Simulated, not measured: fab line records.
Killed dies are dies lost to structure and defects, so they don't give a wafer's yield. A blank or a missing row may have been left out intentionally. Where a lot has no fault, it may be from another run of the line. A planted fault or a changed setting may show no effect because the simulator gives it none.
fab line records | flow nand_harc
[record] lots = 13 wafers = 39 last_day = 24
route steps=1159 shown P_GATE@205 P_CONTACT@217 END@1159
lots with no fault: from the same line, run without faults
start_h: hours from the record's opening day to when the first of the lot's shown wafers began | wait_h: hours from the lot's prior step to this one | " as in the row above | L1.1+2: a row that stands for several wafers | - no value, or no start given | * or withheld: withheld | < > ~ a bound
route shown NAME@n: names a module that has steps shown in the file, with the first one's number in the route | usual: the fault-free wafers' mean and standard deviation | same: alike in all rows | chamber/n: place in a boat | sites: the reading at each site | _std_site: how widely they spread, as a standard deviation | _edge_site: outer sites' mean less inner sites' | radius_mm: for every site, how far away it sits from the centre of the wafer | mask NAME#n: copy n | behind: the last tool/chamber to shape the wafer | hold: what put the lot on hold/how long, in hours/how the hold closed | device: the transistor (n, p or np) that didn't switch | end of line: the route-end tests of the same wafers | step lacking rows: just its recipe | killed: the dies lost at the first sort to structure and to defects; this is not the yield of the wafer | map: a wafer's dies, x killed, . not, _ none there
set.NAME: the setting the step ran with; set.NAME@STEP: the setting that earlier step ran with | model.NAME: the simulator's own value behind a step, which no gauge read
a sample of lots followed through the steps of the route, with each step as a table and each wafer as a row
services: the hour from which a tool's chamber was out of use, counted from the record's first day as start_h (under 0 if before that day), plus the number of hours and why
[[steps]]
[step NHARC_P_GATE_STRIP_95]
[recipe] power_w = 1500 temp_c = 250 chemistry = O2
[usual] drypump_motor_current_A = 5.81/0.27 heater_power_w = 331/47
// columns lot.wafer tool chamber start_h wait_h drypump_motor_current_A heater_power_w rf_hours_counter_h
L962.2 plasma_asher-01 0 113.95 0.6 5.52 378 3
L962.3 " 0 " " 5.51 387 -
L962.5 " 0 " " 5.52 389 -
L964.2 plasma_asher-01 0 132.51 0.6 5.51 372 10
L964.5 " 0 " " 5.52 379 -
L964.6 " 1 " " 6.16 254 -
L965.2 plasma_asher-02 1 137.95 0.6 5.58 347 42
L965.1 " 0 " " 5.98 366 42
L965.4 " 1 " " 5.62 340 -
L966.3 plasma_asher-01 1 146.19 0.4 6.18 264 -
L966.6 " 1 " " 6.18 256 -
L966.5 " 0 " " 5.48 383 -
L967.1 plasma_asher-02 1 152.91 0.5 5.53 337 47
L967.4 " 0 " " 5.96 354 -
L967.5 " 1 " " 5.55 340 -
L970.2 plasma_asher-01 0 165.38 0.5 5.52 381 20
L970.3 " 1 " " 6.19 257 -
L970.5 " 1 " " 6.17 255 -
L969.4 plasma_asher-02 0 165.92 0.4 5.95 360 -
L969.5 " 0 " " 5.93 353 -
L969.6 " 1 " " 5.60 340 -
L976.1 plasma_asher-02 0 209.82 0.6 5.95 350 7
L976.4 " 0 " " 5.98 344 -
L976.3 " 1 " " 5.57 324 -
L977.1 plasma_asher-02 0 214.24 0.6 5.95 349 9
L977.2 " 1 " " 5.60 333 9
L977.4 " 0 " " 5.96 345 -
L978.1 plasma_asher-01 1 216.47 0.5 6.17 254 37
L978.3 " 1 " " 6.20 258 -
L978.6 " 1 " " 6.17 260 -
L979.2 plasma_asher-02 1 225.93 0.5 5.60 335 14
L979.4 " 0 " " 5.95 359 -
L979.3 " 1 " " 5.57 329 -
L980.3 plasma_asher-01 1 235.89 4.9 6.18 258 -
L980.5 " 1 " " 6.17 250 -
L980.6 " 0 " " 5.51 382 -
L982.1 plasma_asher-01 0 240.08 0.6 5.48 384 44
L982.2 " 1 " " 6.18 258 44
L982.3 " 0 " " 5.51 376 -
[step NHARC_P_CONTACT_DEP_30]
[recipe] target_thk_a = 300 temp_c = 400 target_thk_nm = 30 flow_sccm = 200 rf_w = 450 material = SiNx
[usual] heater_power_outer_w = 435/41 heater_power_w = 737/87 susceptor_temp_C = 399.97/0.23
// columns lot.wafer tool chamber start_h wait_h heater_power_outer_w heater_power_w susceptor_temp_C
L962.2 pecvd-01 2 116.20 0.3 461 795 400.07
L962.3 " 1 " " 444 735 399.75
L962.5 " 1 " " 449 749 399.76
L964.2 pecvd-03 2 134.52 0.2 394 586 400.42
L964.6 " 2 " " 383 598 400.13
L964.5 " 0 " " 461 768 399.95
L965.2 pecvd-03 0 139.85 0.1 439 766 399.93
L965.1 " 1 " " 435 785 399.72
L965.4 " 2 " " 445 665 400.13
L966.3 pecvd-03 2 148.15 0.1 453 678 399.80
L966.6 " 0 " " 459 785 399.79
L966.5 " 1 " " 425 784 399.74
L967.1 pecvd-03 0 155.04 0.1 364 654 399.73
L967.5 " 1 " " 503 887 399.99
L967.4 " 0 " " 375 659 399.80
L970.2 pecvd-01 1 167.30 0.1 - - -
L970.3 " 2 " " - - -
L970.5 " 0 " " - - -
L969.4 pecvd-04 2 167.92 0.2 - - -
L969.5 " 2 " " - - -
L969.6 " 1 " " - - -
L976.3 pecvd-04 0 212.06 0.1 400 648 400.32
L976.1 " 1 " " 421 678 399.71
L976.4 " 1 " " 414 679 399.90
L977.1 pecvd-04 0 216.15 0.1 403 643 400.11
L977.2 " 2 " " 492 904 399.84
L977.4 " 1 " " 441 696 399.95
L978.1 pecvd-04 1 218.39 0.1 430 676 399.87
L978.3 " 0 " " 391 644 399.98
L978.6 " 1 " " 444 692 399.92
L979.2 pecvd-01 2 227.83 0.1 456 780 400.01
L979.3 " 0 " " 384 708 399.82
L979.4 " 0 " " 380 700 400.13
L980.3 pecvd-04 2 237.94 0.1 437 802 400.10
L980.5 " 1 " " 386 621 399.93
L980.6 " 0 " " 361 607 399.69
L982.2 pecvd-04 0 242.32 0.1 414 657 399.76
L982.1 " 1 " " 341 582 399.77
L982.3 " 2 " " 464 845 399.55
[step NHARC_P_CONTACT_INSPECT_14]
[usual] raw_defect_count = 3.8/2.2
// columns lot.wafer tool chamber start_h wait_h raw_defect_count
L962.2 defect_inspect-02 - 117.87 0.0 1
L962.3 " - " " 4
L962.5 " - " " 6
L964.2 defect_inspect-01 - 136.02 0.0 3
L964.5 " - " " 6
L964.6 " - " " 5
L965.1 defect_inspect-02 - 141.51 0.0 7
L965.2 " - " " 2
L965.4 " - " " 2
L966.3 defect_inspect-01 - 149.83 0.0 1
L966.5 " - " " 2
L966.6 " - " " 1
L967.1 defect_inspect-02 - 156.63 0.0 1
L967.4 " - " " 5
L967.5 " - " " 3
L970.2 defect_inspect-02 - 168.93 0.0 7
L970.3 " - " " 3
L970.5 " - " " 1
L969.4 defect_inspect-02 - 169.73 0.0 4
L969.5 " - " " 1
L969.6 " - " " 0
L976.1 defect_inspect-01 - 213.71 0.1 5
L976.3 " - " " 5
L976.4 " - " " 2
L977.1 defect_inspect-02 - 217.69 0.0 6
L977.2 " - " " 4
L977.4 " - " " 2
L978.1 defect_inspect-01 - 219.92 0.0 4
L978.3 " - " " 4
L978.6 " - " " 4
L979.2 defect_inspect-02 - 229.52 0.0 6
L979.3 " - " " 3
L979.4 " - " " 3
L980.3 defect_inspect-02 - 239.58 0.0 5
L980.5 " - " " 4
L980.6 " - " " 4
L982.1 defect_inspect-02 - 243.88 0.0 5
L982.2 " - " " 4
L982.3 " - " " 1
[step NHARC_P_CONTACT_ETCH_35]
[recipe] target_depth_a = 390 over_etch_frac = 0.3 time_s = 65 ion_energy_ev = 80 cf4_flow_sccm = 150 ar_flow_sccm = 0 rf_w = 300 bias_w = 100 chemistry = CF4
[usual] chamber_pressure_mTorr = 50.00/0.042 drypump_motor_current_A = 5.7/0.46 oes_product_au = 1.002/0.0092 rf_vpp_V = 151.7/1.1 showerhead_plenum_p_Torr = 1.80/0.057 throttle_valve_pct = 13.285/0.0093
// columns lot.wafer tool chamber start_h wait_h chamber_pressure_mTorr drypump_motor_current_A oes_product_au rf_hours_counter_h rf_vpp_V showerhead_plenum_p_Torr throttle_valve_pct
L962.3 rie_diel-07 2 118.08 0.1 50.06 6.2 0.991 21 150.7 1.75 13.294
L962.2 " 0 " " 50.00 5.3 0.991 20 152.7 1.83 13.310
L962.5 " 2 " " 49.97 6.1 1.002 - 151.1 1.75 13.278
L964.2 rie_diel-04 3 136.31 0.2 50.06 6.2 1.012 1 151.9 1.85 13.279
L964.5 " 3 " " 50.00 6.2 1.007 - 149.9 1.85 13.292
L964.6 " 2 " " 50.06 5.6 1.008 - 152.6 1.88 13.294
L965.2 rie_diel-04 2 141.67 0.1 50.02 5.7 1.006 3 154.2 1.88 13.280
L965.1 " 3 " " 50.00 6.2 1.005 2 150.4 1.85 13.303
L965.4 " 3 " " 50.00 6.2 1.006 - 151.5 1.85 13.282
L966.3 rie_diel-10 2 149.99 0.1 50.04 5.5 0.996 13 151.7 1.78 13.278
L966.5 " 3 " " 49.92 6.0 1.001 - 149.8 1.70 13.288
L966.6 " 0 " " 50.00 5.8 0.996 - 150.9 1.72 13.271
L967.1 rie_diel-10 1 156.78 0.1 50.00 6.1 0.996 14 152.4 1.76 13.290
L967.4 " 0 " " 50.03 5.8 0.999 14 150.6 1.72 13.285
L967.5 " 1 " " 50.08 6.1 0.996 - 151.9 1.76 13.277
L970.3 rie_diel-04 0 169.09 0.1 50.02 4.8 1.001 6 153.4 1.81 13.278
L970.2 " 1 " " 49.97 5.9 1.020 2 151.8 1.86 13.282
L970.5 " 2 " " 49.98 5.6 1.008 - 153.5 1.88 13.288
L969.4 rie_diel-10 0 169.88 0.1 49.92 5.8 1.005 15 150.5 1.72 13.282
L969.5 " 2 " " 50.02 5.5 0.993 - 151.6 1.78 13.273
L969.6 " 3 " " 49.96 6.0 1.005 - 151.5 1.70 13.285
L976.3 rie_diel-04 2 213.85 0.1 49.95 5.7 1.010 10 152.5 1.87 13.293
L976.1 " 3 " " 49.99 6.2 1.001 10 152.4 1.84 13.293
L976.4 " 1 " " 49.98 5.9 1.000 7 151.1 1.85 13.270
L977.1 rie_diel-04 2 217.83 0.1 50.01 5.6 1.008 11 151.0 1.87 13.299
L977.4 " 3 " " 50.03 6.2 0.997 11 150.4 1.84 13.270
L977.2 " 1 " " 49.99 5.9 1.003 7 151.8 1.85 13.292
L978.1 rie_diel-10 0 220.07 0.1 49.99 5.8 1.012 5 151.9 1.72 13.287
L978.3 " 2 " " 49.95 5.5 0.982 4 149.8 1.78 13.289
L978.6 " 1 " " 50.06 6.1 1.010 - 151.2 1.76 13.288
L979.2 rie_diel-10 0 229.67 0.1 49.99 5.9 1.009 5 150.0 1.72 13.281
L979.3 " 1 " " 49.97 6.1 0.996 6 150.8 1.76 13.278
L979.4 " 3 " " 49.96 5.9 1.010 5 152.0 1.70 13.285
L980.3 rie_diel-04 1 239.73 0.1 50.02 5.9 1.011 9 153.6 1.85 13.278
L980.6 " 3 " " 49.99 6.2 1.001 - 152.3 1.84 13.289
L980.5 " 0 " " 49.99 4.8 0.996 - 151.2 1.80 13.286
L982.3 rie_diel-10 3 244.03 0.1 49.99 6.0 1.015 7 151.7 1.70 13.273
L982.2 " 0 " " 50.03 5.8 1.009 7 151.1 1.72 13.286
L982.1 " 1 " " 49.95 6.1 1.010 8 150.2 1.76 13.279
[step NHARC_END_SORT_01]
[recipe] temp_c = 25
[usual] killed_at_array = 26/10 killed_at_other = 0.5/0.87 killed_at_periphery = 3.0/2.5 killed_dies = 29/11 killed_open = 3.3/1.9 killed_short = 1.8/1.5
[same] gross_dies = 677
// columns lot.wafer tool chamber start_h wait_h killed_at_array killed_at_other killed_at_periphery killed_dies killed_open killed_short
L969.4 prober-02 0 501.54 3.4 41 0 263 304 7 0
L969.5 prober-02 0 502.35 3.7 32 1 262 295 5 0
L969.6 prober-02 0 503.15 4.0 38 0 294 332 1 0
L970.2 prober-01 0 512.30 2.8 15 1 277 293 4 1
L970.3 prober-01 0 513.09 3.1 23 0 272 295 3 0
L970.5 prober-01 0 514.68 3.7 23 1 294 318 7 3
// killed by level:class
L969.4 P_CONTACT:area_dep=261 A_CHANNEL_HOLE_D1:chamber_film_flake=19 A_SLIT:chamber_film_flake=10 A_M1:chamber_film_flake=3 A_STAIRCASE:chamber_film_flake=2 A_CONTACT:chamber_film_flake=2 P_GATE:geometric_particle:open=1 P_CONTACT:geometric_particle:open=1
L969.5 P_CONTACT:area_dep=261 A_CHANNEL_HOLE_D1:chamber_film_flake=11 A_SLIT:chamber_film_flake=11 A_CONTACT:chamber_film_flake=4 A_M1:chamber_film_flake=2 P_GATE:geometric_particle:open=1 A_ONON_D1:geometric_particle:open=1 A_SGD_CUT:geometric_particle:open=1
L969.6 P_CONTACT:area_dep=293 A_CHANNEL_HOLE_D1:chamber_film_flake=16 A_SLIT:chamber_film_flake=14 A_STAIRCASE:chamber_film_flake=2 A_CONTACT:chamber_film_flake=2 A_M1:chamber_film_flake=2 P_CONTACT:geometric_particle:open=1 A_CHANNEL_FILL_D1:chamber_film_flake=1
L970.2 P_CONTACT:area_dep=272 A_SLIT:chamber_film_flake=7 A_CHANNEL_HOLE_D1:chamber_film_flake=3 A_STAIRCASE:chamber_film_flake=2 P_GATE:geometric_particle:open=1 P_CONTACT:geometric_particle:open=1 P_M0:geometric_particle:open=1 A_CONTACT:geometric_particle:open=1
L970.3 P_CONTACT:area_dep=268 A_SLIT:chamber_film_flake=11 A_STAIRCASE:chamber_film_flake=4 A_CONTACT:chamber_film_flake=4 A_CHANNEL_HOLE_D1:chamber_film_flake=3 P_GATE:geometric_particle:open=1 P_CONTACT:geometric_particle:open=1 A_CONTACT:geometric_particle:open=1
L970.5 P_CONTACT:area_dep=291 A_SLIT:chamber_film_flake=12 A_CONTACT:geometric_particle:open=2 A_BLC:geometric_particle:open=2 A_CONTACT:chamber_film_flake=2 P_CONTACT:geometric_particle:open=1 P_M0:geometric_particle:short=1 P_M2:geometric_particle:open=1
[[services]]
// columns tool chamber start_h hours kind
rie_diel-04 0 90.90 - clean
rie_diel-04 1 90.90 - clean
rie_diel-04 2 90.90 - clean
rie_diel-10 2 92.99 6.9 repair
plasma_asher-01 - 99.00 9.0 pm
plasma_asher-01 0 99.00 9.0 vent_cycle
plasma_asher-01 1 99.00 9.0 vent_cycle
rie_diel-10 3 104.98 9.9 repair
plasma_asher-01 0 108.00 - clean
plasma_asher-01 1 108.00 - clean
rie_diel-07 0 108.15 1.7 repair
pecvd-03 - 111.42 13.0 pm
rie_diel-04 - 111.92 9.0 pm
pecvd-01 2 121.67 27.9 repair
rie_diel-04 1 129.67 19.8 repair
plasma_asher-02 - 133.31 0.3 repair
pecvd-04 0 149.37 19.1 repair
rie_diel-10 - 176.50 9.0 pm
plasma_asher-02 - 183.00 9.0 pm
pecvd-04 - 195.00 13.0 pm
rie_diel-10 0 201.07 1.8 repair
rie_diel-07 2 220.26 4.4 repair
rie_diel-07 - 228.35 9.0 pm
pecvd-01 - 237.00 13.0 pm
[[key]]
[first_sign] step = NHARC_P_CONTACT_DEP_30 reading = tool_record direction = missing
[effect] step = NHARC_END_SORT_01 reading = killed_at_periphery direction = up sigmas = 99+ usual = 3.0 struck = 277
[more_kills_born_at] NHARC_P_CONTACT_DEP_30@pecvd-01 = 831 NHARC_P_CONTACT_DEP_30@pecvd-04 = 815
met_at NHARC_P_CONTACT_DEP_30
struck_lots L969,L970
tester_left_out L969,L970
not_acting_at NHARC_P_GATE_STRIP_95,NHARC_P_CONTACT_INSPECT_14,NHARC_P_CONTACT_ETCH_35
onset_between 116.20 167.30
[fault] kind = skipped_step_whole tool = pecvd-01,pecvd-04 chamber = - onset_h = 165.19 steps = NHARC_P_CONTACT_DEP_30 scope = struck_lots_only
// tester_left_out: of these lots the tester's yield and bins aren't shown, on N5 and GAA mostly nor the transistor test; their killed dies are dies lost to structure and defects alone, not to doping, threshold or leakage, so they don't give the yield
